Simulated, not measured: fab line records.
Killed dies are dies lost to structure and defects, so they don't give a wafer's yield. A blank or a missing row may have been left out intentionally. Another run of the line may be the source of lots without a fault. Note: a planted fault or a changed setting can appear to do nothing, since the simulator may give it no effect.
Split-lot trial / flow n5Finfet / 39 wafers read from 7 lots, route of 1938 steps

## THE SPLIT
At N5_BEOL_M5_HM_DEP_02 (deposits TiN, target thk 20 nm), the setting targetThkA was moved away from the recipe's 200 angstrom on 15 of the 39 wafers read, by -52.9% to +43.9%. All remaining wafers had this setting at the recipe value.

## FROM THE SPLIT TO THE READING: what the file shows between them, 4 steps
- N5_BEOL_M5_COAT_59: time 60 s, resist thk 60 nm
- N5_BEOL_M5_COAT_60: time 60 s, resist thk 12 nm
- N5_BEOL_M5_STRIP_73: strips in N2/H2
- N5_BEOL_M5_STRIP_64: strips in CF4

## THE READING
etch.depthNm (the simulator's own value, which no gauge read), in nm, at N5_BEOL_M5_HM_OPEN_17 (chemistry Cl2/BCl3, target TiN, target depth 20 nm, overetch 6 nm). The file gives no usual value for it. The 24 wafers here that ran the recipe average 19.925 nm, standard deviation 0.14 nm.

wafer=L076.1; tool, chamber at the split=pvdSputter-02, -; targetThkA as run, angstrom=200; against the recipe=recipe; etch.depthNm, nm=19.98; against lot-mates on the recipe=-
wafer=L076.2; tool, chamber at the split=pvdSputter-02, -; targetThkA as run, angstrom=200; against the recipe=recipe; etch.depthNm, nm=20.1; against lot-mates on the recipe=-
wafer=L076.3; tool, chamber at the split=pvdSputter-02, -; targetThkA as run, angstrom=94.12; against the recipe=-52.9%; etch.depthNm, nm=9.42; against lot-mates on the recipe=-10.603
wafer=L076.4; tool, chamber at the split=pvdSputter-02, -; targetThkA as run, angstrom=94.12; against the recipe=-52.9%; etch.depthNm, nm=9.407; against lot-mates on the recipe=-10.616
wafer=L076.5; tool, chamber at the split=pvdSputter-02, -; targetThkA as run, angstrom=200; against the recipe=recipe; etch.depthNm, nm=19.99; against lot-mates on the recipe=-
wafer=L076.6; tool, chamber at the split=pvdSputter-02, -; targetThkA as run, angstrom=94.12; against the recipe=-52.9%; etch.depthNm, nm=9.47; against lot-mates on the recipe=-10.553
wafer=L081.1; tool, chamber at the split=pvdSputter-01, -; targetThkA as run, angstrom=139.7; against the recipe=-30.2%; etch.depthNm, nm=14; against lot-mates on the recipe=-5.913
wafer=L081.2; tool, chamber at the split=pvdSputter-01, -; targetThkA as run, angstrom=200; against the recipe=recipe; etch.depthNm, nm=19.92; against lot-mates on the recipe=-
wafer=L081.3; tool, chamber at the split=pvdSputter-01, -; targetThkA as run, angstrom=200; against the recipe=recipe; etch.depthNm, nm=19.89; against lot-mates on the recipe=-
wafer=L081.4; tool, chamber at the split=pvdSputter-01, -; targetThkA as run, angstrom=139.7; against the recipe=-30.2%; etch.depthNm, nm=13.99; against lot-mates on the recipe=-5.923
wafer=L081.5; tool, chamber at the split=pvdSputter-01, -; targetThkA as run, angstrom=139.7; against the recipe=-30.2%; etch.depthNm, nm=13.98; against lot-mates on the recipe=-5.933
wafer=L081.6; tool, chamber at the split=pvdSputter-01, -; targetThkA as run, angstrom=200; against the recipe=recipe; etch.depthNm, nm=19.93; against lot-mates on the recipe=-
wafer=L084.1; tool, chamber at the split=pvdSputter-03, -; targetThkA as run, angstrom=287.9; against the recipe=+43.9%; etch.depthNm, nm=26.13; against lot-mates on the recipe=+6.117
wafer=L084.2; tool, chamber at the split=pvdSputter-03, -; targetThkA as run, angstrom=200; against the recipe=recipe; etch.depthNm, nm=19.86; against lot-mates on the recipe=-
wafer=L084.3; tool, chamber at the split=pvdSputter-03, -; targetThkA as run, angstrom=287.9; against the recipe=+43.9%; etch.depthNm, nm=26.12; against lot-mates on the recipe=+6.107
wafer=L084.4; tool, chamber at the split=pvdSputter-03, -; targetThkA as run, angstrom=200; against the recipe=recipe; etch.depthNm, nm=20.1; against lot-mates on the recipe=-
wafer=L084.5; tool, chamber at the split=pvdSputter-03, -; targetThkA as run, angstrom=200; against the recipe=recipe; etch.depthNm, nm=20.08; against lot-mates on the recipe=-
wafer=L084.6; tool, chamber at the split=pvdSputter-03, -; targetThkA as run, angstrom=287.9; against the recipe=+43.9%; etch.depthNm, nm=25.21; against lot-mates on the recipe=+5.197
wafer=L085.1; tool, chamber at the split=pvdSputter-02, -; targetThkA as run, angstrom=200; against the recipe=recipe; etch.depthNm, nm=19.63; against lot-mates on the recipe=-
wafer=L085.2; tool, chamber at the split=pvdSputter-02, -; targetThkA as run, angstrom=200; against the recipe=recipe; etch.depthNm, nm=19.92; against lot-mates on the recipe=-
wafer=L085.3; tool, chamber at the split=pvdSputter-02, -; targetThkA as run, angstrom=200; against the recipe=recipe; etch.depthNm, nm=19.82; against lot-mates on the recipe=-
wafer=L085.4; tool, chamber at the split=pvdSputter-02, -; targetThkA as run, angstrom=200; against the recipe=recipe; etch.depthNm, nm=19.85; against lot-mates on the recipe=-
wafer=L085.5; tool, chamber at the split=pvdSputter-02, -; targetThkA as run, angstrom=200; against the recipe=recipe; etch.depthNm, nm=19.76; against lot-mates on the recipe=-
wafer=L085.6; tool, chamber at the split=pvdSputter-02, -; targetThkA as run, angstrom=200; against the recipe=recipe; etch.depthNm, nm=19.8; against lot-mates on the recipe=-
wafer=L087.1; tool, chamber at the split=pvdSputter-01, -; targetThkA as run, angstrom=200; against the recipe=recipe; etch.depthNm, nm=19.95; against lot-mates on the recipe=-
wafer=L087.4; tool, chamber at the split=pvdSputter-01, -; targetThkA as run, angstrom=200; against the recipe=recipe; etch.depthNm, nm=19.84; against lot-mates on the recipe=-
wafer=L087.5; tool, chamber at the split=pvdSputter-01, -; targetThkA as run, angstrom=200; against the recipe=recipe; etch.depthNm, nm=20.16; against lot-mates on the recipe=-
wafer=L089.1; tool, chamber at the split=pvdSputter-02, -; targetThkA as run, angstrom=120.7; against the recipe=-39.6%; etch.depthNm, nm=11.91; against lot-mates on the recipe=-7.977
wafer=L089.2; tool, chamber at the split=pvdSputter-02, -; targetThkA as run, angstrom=200; against the recipe=recipe; etch.depthNm, nm=19.93; against lot-mates on the recipe=-
wafer=L089.3; tool, chamber at the split=pvdSputter-02, -; targetThkA as run, angstrom=200; against the recipe=recipe; etch.depthNm, nm=19.83; against lot-mates on the recipe=-
wafer=L089.4; tool, chamber at the split=pvdSputter-02, -; targetThkA as run, angstrom=200; against the recipe=recipe; etch.depthNm, nm=19.9; against lot-mates on the recipe=-
wafer=L089.5; tool, chamber at the split=pvdSputter-02, -; targetThkA as run, angstrom=120.7; against the recipe=-39.6%; etch.depthNm, nm=11.99; against lot-mates on the recipe=-7.897
wafer=L089.6; tool, chamber at the split=pvdSputter-02, -; targetThkA as run, angstrom=120.7; against the recipe=-39.6%; etch.depthNm, nm=11.95; against lot-mates on the recipe=-7.937
wafer=L094.1; tool, chamber at the split=pvdSputter-01, -; targetThkA as run, angstrom=157.3; against the recipe=-21.3%; etch.depthNm, nm=15.64; against lot-mates on the recipe=-4.347
wafer=L094.2; tool, chamber at the split=pvdSputter-01, -; targetThkA as run, angstrom=200; against the recipe=recipe; etch.depthNm, nm=19.66; against lot-mates on the recipe=-
wafer=L094.3; tool, chamber at the split=pvdSputter-01, -; targetThkA as run, angstrom=200; against the recipe=recipe; etch.depthNm, nm=20.11; against lot-mates on the recipe=-
wafer=L094.4; tool, chamber at the split=pvdSputter-01, -; targetThkA as run, angstrom=157.3; against the recipe=-21.3%; etch.depthNm, nm=15.82; against lot-mates on the recipe=-4.167
wafer=L094.5; tool, chamber at the split=pvdSputter-01, -; targetThkA as run, angstrom=200; against the recipe=recipe; etch.depthNm, nm=20.19; against lot-mates on the recipe=-
wafer=L094.6; tool, chamber at the split=pvdSputter-01, -; targetThkA as run, angstrom=157.3; against the recipe=-21.3%; etch.depthNm, nm=15.68; against lot-mates on the recipe=-4.307

FIT RESULTS
A straight line over all 39 wafers: etch.depthNm changes by +0.177 nm for each +1% of targetThkA; r = +0.99; the points scatter about the line by 0.62 nm.
The same after taking each lot's own level away (the mean of its wafers on the recipe; 39 wafers): +0.177 nm for each +1%; r = +0.99; scatter 0.64 nm.
The reading moves by 9.4 nm for the largest change in targetThkA, on that fit.
The span of the lots' own levels, 19.7967 to 20.0233 nm, comes to 1.6 times the standard deviation stated above.
Consequently the slope shifts little with the lot-to-lot level, the two slopes agreeing.
Check: for one of the wafers moved furthest among these (-52.9%), held out of the fit, the line's prediction against its lot-mates is -9.67 nm. It came out at -10.6 nm against them.

## THE WHOLE CHAIN: every reading that the file lists as answering this split, in the file's order
step=N5_BEOL_M5_HM_DEP_02; what it does=deposits TiN, target thk 20 nm; reading=TiN_of_BEOL_M5_HM_DEP_02.thkNm (the simulator's own value, which no gauge read); change (the file's fit)=+0.2 nm for each +1% of the setting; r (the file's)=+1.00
step=N5_BEOL_M5_HM_OPEN_17; what it does=chemistry Cl2/BCl3, target TiN, target depth 20 nm, overetch 6 nm; reading=etch.depthNm (the simulator's own value, which no gauge read); change (the file's fit)=+0.183 nm for each +1% of the setting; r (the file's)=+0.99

## THE FILE'S OWN FIT
etch.depthNm changes by +0.183 nm for each +1% of targetThkA, r = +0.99.
